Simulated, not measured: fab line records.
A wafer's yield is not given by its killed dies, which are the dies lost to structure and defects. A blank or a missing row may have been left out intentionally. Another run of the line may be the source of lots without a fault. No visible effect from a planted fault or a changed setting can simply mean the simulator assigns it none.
What tool caused it? | flow nand harc | 12 lots, 36 wafers sampled, at 6 steps of a route of 1159

## WHAT THE GAUGES READ, wafer by wafer
NHARC_P_GATE_INSPECT_68. Usual: raw defect count at 250, with a standard deviation of 110.
lot  | measured     | on                | raw defect count | flag
L521 | day 5 15:44  | defect inspect-02 | 518 321 255      |
L520 | day 5 16:22  | defect inspect-02 | 362 235 307      |
L522 | day 6 02:38  | defect inspect-02 | 197 214 251      |
L523 | day 6 03:45  | defect inspect-01 | 325 216 266      |
L526 | day 6 23:58  | defect inspect-01 | 219 187 276      |
L535 | day 8 21:59  | defect inspect-01 | 203 306 204      |
L532 | day 8 23:10  | defect inspect-01 | 143 120 141      |
L533 | day 9 04:44  | defect inspect-02 | 669 526 659      | OFF
L536 | day 9 11:00  | defect inspect-01 | 328 178 333      |
L538 | day 10 03:16 | defect inspect-02 | 158 199 557      |
L539 | day 10 05:25 | defect inspect-01 | 177 149 167      |
L541 | day 10 19:02 | defect inspect-02 | 265 206 277      |

NHARC_END_SORT_01. Usual: killed at array 27, standard deviation 10; killed at other 0.6, standard deviation 0.96; killed at periphery 3.4, standard deviation 2.7; killed dies 31, standard deviation 10; killed open 2.9, standard deviation 1.8; killed short 1.8, standard deviation 1.4.
lot  | measured     | on        | killed at array | killed at other | killed at periphery | killed dies | killed open | killed short | flag
L533 | day 22 14:59 | prober-01 | 19 22 23        | 1 0 2           | 41 74 41            | 61 96 66    | 3 3 1       | 1 2 0        | OFF

## WHAT TOOL EACH LOT RAN ON (gives the tool, then ch and the chambers of the sampled wafers, and finally the start)
lot  | NHARC_P_GATE_DESCUM_61             | NHARC_P_GATE_RTA_64              | NHARC_P_GATE_PRE_CLEAN_110   | NHARC_P_CONTACT_DESCUM_17
L521 | rie diel-03 ch 0,3, day 5 10:30    | rtp anneal-02 ch 0, day 5 14:32  | pvd sputter-01, day 5 14:50  | rie diel-09 ch 0,1,3, day 5 17:41
L520 | rie diel-03 ch 1,2, day 5 10:44    | rtp anneal-02 ch 0, day 5 15:08  | pvd sputter-02, day 5 15:27  | rie diel-06 ch 1,2, day 5 18:35
L522 | rie diel-03 ch 0,2, day 5 21:40    | rtp anneal-01 ch 0, day 6 01:23  | pvd sputter-03, day 6 01:44  | rie diel-06 ch 0,3, day 6 04:27
L523 | rie diel-01 ch 0,1,3, day 5 23:10  | rtp anneal-02 ch 0, day 6 02:30  | pvd sputter-01, day 6 02:49  | rie diel-06 ch 0,2,3, day 6 05:25
L526 | rie diel-01 ch 1,2,3, day 6 19:24  | rtp anneal-01 ch 0, day 6 22:40  | pvd sputter-03, day 6 23:01  | rie diel-09 ch 0,1,2, day 7 01:46
L535 | rie diel-13 ch 1,2,3, day 8 16:23  | rtp anneal-02 ch 0, day 8 20:45  | pvd sputter-02, day 8 21:05  | rie diel-06 ch 1,2, day 8 23:40
L532 | rie diel-01 ch 1,2, day 8 17:08    | rtp anneal-02 ch 0, day 8 21:55  | pvd sputter-02, day 8 22:16  | rie diel-06 ch 1,2,3, day 9 00:58
L533 | rie diel-03 ch 0,1,3, day 8 23:55  | rtp anneal-02 ch 0, day 9 03:32  | pvd sputter-02, day 9 03:51  | rie diel-09 ch 0,3, day 9 06:33
L536 | rie diel-13 ch 1,2, day 9 06:19    | rtp anneal-01 ch 0, day 9 09:44  | pvd sputter-01, day 9 10:06  | rie diel-06 ch 0,3, day 9 12:41
L538 | rie diel-03 ch 0,1, day 9 22:07    | rtp anneal-01 ch 0, day 10 01:56 | pvd sputter-03, day 10 02:12 | rie diel-06 ch 0,2,3, day 10 04:56
L539 | rie diel-13 ch 0,1,2, day 9 23:44  | rtp anneal-02 ch 0, day 10 04:10 | pvd sputter-03, day 10 04:29 | rie diel-09 ch 1,2, day 10 07:05
L541 | rie diel-03 ch 0,2,3, day 10 14:14 | rtp anneal-02 ch 0, day 10 17:37 | pvd sputter-03, day 10 17:56 | rie diel-06 ch 0,1,3, day 10 20:52
- NHARC_P_GATE_DESCUM_61: chemistry O2, time 3 s.
- NHARC_P_GATE_RTA_64: time 1 s.
- NHARC_P_GATE_PRE_CLEAN_110: time 30 s.
- NHARC_P_CONTACT_DESCUM_17: chemistry O2, time 3 s.

## AS READ BY THE TOOLS THEMSELVES (means over the sampled wafers that have a number; for cases with no such wafer, the mark the record gives instead)
NHARC_P_GATE_DESCUM_61. Usual: drypump motor current A 5.6 A, standard deviation 0.39; oes product au 1.004 a.u., standard deviation 0.014; rf vpp V 57.9 V, standard deviation 0.92; showerhead plenum p Torr 1.90 Torr, standard deviation 0.097; throttle valve pct 11.311 %, standard deviation 0.0091.
lot  | tool        | drypump motor current A (A) | oes product au (a.u.) | rf vpp V (V) | showerhead plenum p Torr (Torr) | throttle valve pct (%) | flag
L521 | rie diel-03 | 5.7                         | 1.004                 | 58.3         | 1.96                            | 11.313                 |
L520 | rie diel-03 | 5.5                         | 1.016                 | 58.0         | 1.95                            | 11.310                 |
L522 | rie diel-03 | 5.6                         | 1.005                 | 57.7         | 1.98                            | 11.308                 |
L523 | rie diel-01 | 5.4                         | 0.991                 | 57.8         | 1.86                            | 11.320                 |
L526 | rie diel-01 | 5.5                         | 0.984                 | 58.8         | 1.94                            | 11.311                 |
L535 | rie diel-13 | 5.5                         | 0.998                 | 57.5         | 1.85                            | 11.315                 |
L532 | rie diel-01 | 5.6                         | 0.980                 | 58.1         | 2.06                            | 11.311                 |
L533 | rie diel-03 | 5.6                         | 1.015                 | 57.4         | 1.91                            | 11.304                 |
L536 | rie diel-13 | 5.8                         | 0.999                 | 57.6         | 1.86                            | 11.314                 |
L538 | rie diel-03 | 5.6                         | 1.010                 | 57.4         | 1.89                            | 11.312                 |
L539 | rie diel-13 | 5.9                         | 1.010                 | 58.3         | 1.88                            | 11.306                 |
L541 | rie diel-03 | 5.6                         | 1.011                 | 57.1         | 1.94                            | 11.311                 |

NHARC_P_GATE_RTA_64. Usual: lamp power pct 32 %, standard deviation 3.9; lamp_zone_2_pct 32 %, standard deviation 3.9; wafer_temp_C_max 1054.4, standard deviation 1.1.
lot  | tool          | lamp power pct (%) | lamp_zone_2_pct (%) | wafer_temp_C_max | flag
L521 | rtp anneal-02 | 36                 | 36                  | 1054.1           |
L520 | rtp anneal-02 | 36                 | 36                  | 1053.5           |
L522 | rtp anneal-01 | 28                 | 28                  | 1055.4           |
L523 | rtp anneal-02 | 36                 | 36                  | 1053.7           |
L526 | rtp anneal-01 | 28                 | 28                  | 1054.1           |
L535 | rtp anneal-02 | 36                 | 36                  | 1053.3           |
L532 | rtp anneal-02 | 36                 | 36                  | 1054.1           |
L533 | rtp anneal-02 | 36                 | 36                  | 1053.5           |
L536 | rtp anneal-01 | 28                 | 28                  | 1054.9           |
L538 | rtp anneal-01 | 28                 | 28                  | 1053.5           |
L539 | rtp anneal-02 | 36                 | 36                  | 1053.8           |
L541 | rtp anneal-02 | 36                 | 36                  | 1053.6           |

NHARC_P_CONTACT_DESCUM_17. Usual: drypump motor current A 5.7 A, standard deviation 0.53; oes product au 1.005 a.u., standard deviation 0.012; rf vpp V 57.8 V, standard deviation 0.95; showerhead plenum p Torr 1.90 Torr, standard deviation 0.083; throttle valve pct 11.311 %, standard deviation 0.0091.
lot  | tool        | drypump motor current A (A) | oes product au (a.u.) | rf vpp V (V) | showerhead plenum p Torr (Torr) | throttle valve pct (%) | flag
L521 | rie diel-09 | 5.8                         | 1.004                 | 57.4         | 1.93                            | 11.309                 |
L520 | rie diel-06 | 5.9                         | 0.998                 | 57.3         | 1.91                            | 11.307                 |
L522 | rie diel-06 | 5.1                         | 1.008                 | 58.3         | 1.87                            | 11.316                 |
L523 | rie diel-06 | 5.6                         | 1.007                 | 58.0         | 1.87                            | 11.306                 |
L526 | rie diel-09 | 5.7                         | 1.012                 | 57.4         | 1.96                            | 11.310                 |
L535 | rie diel-06 | 6.0                         | 0.988                 | 57.6         | 1.91                            | 11.306                 |
L532 | rie diel-06 | 5.8                         | 1.004                 | 58.5         | 1.92                            | 11.306                 |
L533 | rie diel-09 | 5.7                         | 1.000                 | 57.5         | 1.88                            | 11.314                 |
L536 | rie diel-06 | 5.1                         | 1.005                 | 57.1         | 1.94                            | 11.306                 |
L538 | rie diel-06 | 5.6                         | 1.018                 | 57.5         | 1.87                            | 11.311                 |
L539 | rie diel-09 | 5.8                         | 1.008                 | 57.3         | 1.93                            | 11.316                 |
L541 | rie diel-06 | 5.3                         | 1.000                 | 58.9         | 1.92                            | 11.312                 |

## THE ANSWER, worked out from the rows above alone
Rule: lot off if the mean of its wafers having a number is beyond 3 standard deviations from the usual mean. Also off: a lot with no number at a reading for which 4 or more lots have one. All remaining lots with rows at the step are treated as sound. First the gauges in route order, then the tools' own readings, where a lot's mean is used as printed above. At the first step where some lot is off, the reading lying furthest off is the one used; lots without a number count as furthest.
Off at NHARC_P_GATE_INSPECT_68 (raw defect count): L533.
A tool fits if, at a process step before that reading, it ran every lot that is off, and no sound lot after the first of them. The gauges at NHARC_P_GATE_INSPECT_68 aren't tried: what is off there is off at NHARC_END_SORT_01 too, on other tools, and a gauge's error can't cause that. One candidate fits, namely pvd sputter-02 at NHARC_P_GATE_PRE_CLEAN_110. A fault onset in the window from L532 (day 8 22:16, its last sound lot) to L533 (day 9 03:51, its first lot off) fits.

## WHAT THE SIMULATOR PUT IN
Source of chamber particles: pvd sputter-02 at NHARC_P_GATE_PRE_CLEAN_110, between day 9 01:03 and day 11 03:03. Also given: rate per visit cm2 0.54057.
Struck lots among those shown: L533. The same result came from the rule above.
